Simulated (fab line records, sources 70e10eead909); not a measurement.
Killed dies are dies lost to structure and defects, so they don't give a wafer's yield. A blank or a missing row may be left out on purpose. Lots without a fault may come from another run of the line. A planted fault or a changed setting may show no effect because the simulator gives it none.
A struck lot beside a sound one | flow nand_harc | 28 steps out of a route of 1159
Sound: wafers L115.1, L115.5, L115.6. Struck: wafers L127.2, L127.4, L127.5. The cause comes at the end.
At each step with rows: each side's tool, then ch and its chambers, then its first start. Under that, the readings that differ: sound wafers | struck wafers | difference of the means | sigmas: that difference in standard deviations of wafers without a fault.
alike: readings whose means differ by less than 2 such deviations, and words and numbers that are the same on both sides. not compared: withheld readings, readings that some wafer has no value for, bounds like >300 that may hide the same value, and numbers for which the record gives no deviation and whose values overlap.
The two part at a step that has a row with sigmas, a row that says differs or no value, or rows on one side only. Numbers that don't overlap but have no deviation are shown without sigmas and don't part them. A reading that every wafer of one side lacks parts them only if that side has two wafers or more.

first, 1 step without rows for these wafers: NHARC_A_M0_STRIP_19 (strips in post etch residue remover, time 600 s).
NHARC_A_M0_DEGAS_28: time 60 s.
  sound on pvd_sputter-01, day 19 02:18; struck on pvd_sputter-02, day 22 10:14
  alike: heater_power_w
NHARC_A_M0_PRE_CLEAN_29: time 30 s.
  sound on pvd_sputter-01; struck on pvd_sputter-02
  alike: heater_power_w
NHARC_A_M0_PVD_20: deposits TaN, target thk 5 nm, time 8.06 s.
  sound on pvd_sputter-01; struck on pvd_sputter-02
  alike: throttle_valve_pct
then, 3 steps without rows for these wafers: NHARC_A_M0_PVD_21 (deposits Cu, target thk 30 nm, time 20.49 s); NHARC_A_M0_ECD_22 (material Cu, target thk 400 nm); NHARC_A_M0_ANNEAL_30 (time 90 s).
NHARC_A_M0_CMP_23: polishes, t overpolish 20 s, target thk 113.75 nm.
  sound on cmp-02 ch 2,3, day 19 03:22; struck on cmp-02 ch 0,1,2, day 22 11:20
  alike: motor_current_A, time_to_endpoint_s
NHARC_A_M0_THK_MEAS_24: measures by xrf.
  sound on film_metro-01, day 19 03:41; struck on film_metro-02, day 22 11:38
  alike: thk_nm
then, 1 step without rows for these wafers: NHARC_A_M0_SRD_25.
NHARC_A_M0_INSPECT_27:
  sound on defect_inspect-01, day 19 03:50; struck on defect_inspect-02, day 22 11:48
  alike: raw_defect_count
NHARC_A_M0_PRE_CLEAN_31: time 12 s.
  sound on pecvd-01 ch 1,2, day 19 03:56; struck on pecvd-01 ch 0,1, day 22 11:53
  alike: heater_power_outer_w, heater_power_w
NHARC_A_M0_DEP_32: deposits SiCN, target thk 30 nm.
  sound on pecvd-01 ch 1,2, day 19 04:01; struck on pecvd-01 ch 0,1, day 22 11:59
  alike: heater_power_outer_w, heater_power_w
then, 10 steps without rows for these wafers: NHARC_A_M1_DEP_00 (deposits SiOC, target thk 182.5 nm); NHARC_A_M1_DEHYDRATE_01 (time 120 s); NHARC_A_M1_HMDS_02 (time 30 s); NHARC_A_M1_COAT_34 (time 65 s); NHARC_A_M1_COAT_03 (resist thk 90 nm); NHARC_A_M1_SOFTBAKE_04 (time 55 s); NHARC_A_M1_EBR_05; NHARC_A_M1_EXPOSE_06 (exposes mask A M1, target cd 120 nm); NHARC_A_M1_PEB_07 (peb time 65 s); NHARC_A_M1_DEVELOP_08 (develop time 35 s).
NHARC_A_M1_CD_MEAS_09: target cd 120 nm.
  sound on cd_sem-03 ch 0, day 19 05:07; struck on cd_sem-02 ch 0, day 22 13:11
  alike: cd_nm
NHARC_A_M1_OVL_MEAS_10: pitch 240 nm.
  sound on overlay-02, day 19 05:13; struck on overlay-01, day 22 13:16
  alike: overlay_x_nm, overlay_y_nm
NHARC_A_M1_INSPECT_11:
  sound on defect_inspect-01, day 19 05:16; struck on defect_inspect-01, day 22 13:19
  reading          | sound    | struck      | difference | sigmas
  raw_defect_count | 34 28 41 | 393 405 411 | +369       | +25
then, 1 step without rows for these wafers: NHARC_A_M1_DESCUM_14 (chemistry O2, time 3 s).
-- the record jumps here: 2 days lie between the struck wafers' starts before and after (it left off in module A_M1 and takes up again in module END, whose first step shown is number 1159 of the route) --
NHARC_END_SORT_01:
  the record has rows for the struck wafers here (prober-02 ch 0, day 24 16:19) and none for the sound ones

WHERE THEY PART
First at NHARC_A_M1_INSPECT_11; last, within this record, at NHARC_END_SORT_01.

WHY: what the simulator had put in
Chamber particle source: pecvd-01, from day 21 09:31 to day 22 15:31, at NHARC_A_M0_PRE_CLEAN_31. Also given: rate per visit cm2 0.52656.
